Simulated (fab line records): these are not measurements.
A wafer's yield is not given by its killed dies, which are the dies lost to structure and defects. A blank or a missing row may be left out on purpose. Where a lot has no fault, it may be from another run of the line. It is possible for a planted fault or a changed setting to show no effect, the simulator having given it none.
Lot-split experiment -- flow n5-finfet -- 7 lots, 21 wafers read, on a route of 1938 steps

## SPLIT DETAILS
At N5_BEOL_M11_TRENCH_ETCH_37 (etches SiCOH lowk in C4F6/O2, target depth 148.83 nm, time 48 s), the setting bias-w was moved away from the recipe's 185 W on 4 of the 21 wafers read, by -13.2% to +16.5%. For the rest of the wafers, this setting stayed at what the recipe calls for.

The reading is taken at the split's own step.

## THE READING
rf-vpp-V, in V, at N5_BEOL_M11_TRENCH_ETCH_37 (etches SiCOH lowk in C4F6/O2, target depth 148.83 nm, time 48 s). Fault-free wafers of this fab line usually give 670 V, standard deviation 20 V.

wafer,"tool, chamber at the split","bias-w as run, W",against the recipe,"rf-vpp-V, V",against lot-mates on the recipe
L079.2,"rie-diel-05, 0",160.5,-13.2%,619,-38
L079.4,"rie-diel-05, 3",185,recipe,657,-
L079.5,"rie-diel-05, 3",185,recipe,658,-
L083.1,"rie-diel-02, 3",215.6,+16.5%,760,+109
L083.3,"rie-diel-02, 2",185,recipe,651,-
L083.5,"rie-diel-02, 0",215.6,+16.5%,768,+117
L084.4,"rie-diel-02, 2",185,recipe,652,-
L084.5,"rie-diel-02, 0",185,recipe,680,-
L084.6,"rie-diel-02, 3",185,recipe,673,-
L088.4,"rie-diel-05, 0",185,recipe,691,-
L088.5,"rie-diel-05, 3",185,recipe,657,-
L088.6,"rie-diel-05, 2",185,recipe,646,-
L093.2,"rie-diel-05, 3",185,recipe,656,-
L093.5,"rie-diel-05, 0",185,recipe,691,-
L093.6,"rie-diel-05, 1",185,recipe,659,-
L095.2,"rie-diel-05, 3",185,recipe,656,-
L095.4,"rie-diel-05, 1",185,recipe,660,-
L095.6,"rie-diel-05, 3",185,recipe,657,-
L097.1,"rie-diel-04, 1",185,recipe,691,-
L097.4,"rie-diel-04, 0",185,recipe,702,-
L097.6,"rie-diel-04, 3",172.2,-6.9%,642,-54

THE FIT
A straight line over all 21 wafers: rf-vpp-V changes by +5.17 V for each +1% of bias-w; r = +0.89; the points scatter about the line by 17 V.
The same after taking each lot's own level away (the mean of its wafers on the recipe; 21 wafers): +5.96 V for each +1%; r = +0.93; scatter 15 V.
According to that fit, moving bias-w by its largest amount changes the reading by 99 V.
The span of the lots' own levels, 651.0 to 696.5 V, comes to 2.3 times the standard deviation stated above.
So the lot-to-lot level changes the slope: the two fits differ.
Check: with one of the wafers moved furthest among these (+16.5%) left out of the fit, the line predicts +96.5 V for it against its lot-mates. Against them it came out at +109 V.
Tool readings at the split's step, against how far the setting was moved: rf-vpp-V r = +0.89.

## ADDITIONAL SPLITS CARRIED BY THESE WAFERS
Before the reading, these wafers also passed through other splits. Each is held against what the fit with the lots' levels taken away leaves over:
other split on the same wafers,wafers away from the commonest value,r with rf-vpp-V (lot level and that fit taken away)
N5_BEOL_M10_COAT_22 spin-rpm,8,+0.22
N5_BEOL_M11_COAT_05 spin-rpm,3,-0.23

## FILE'S OWN FIT
rf-vpp-V changes by +5.53 V for each +1% of bias-w, r = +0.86.
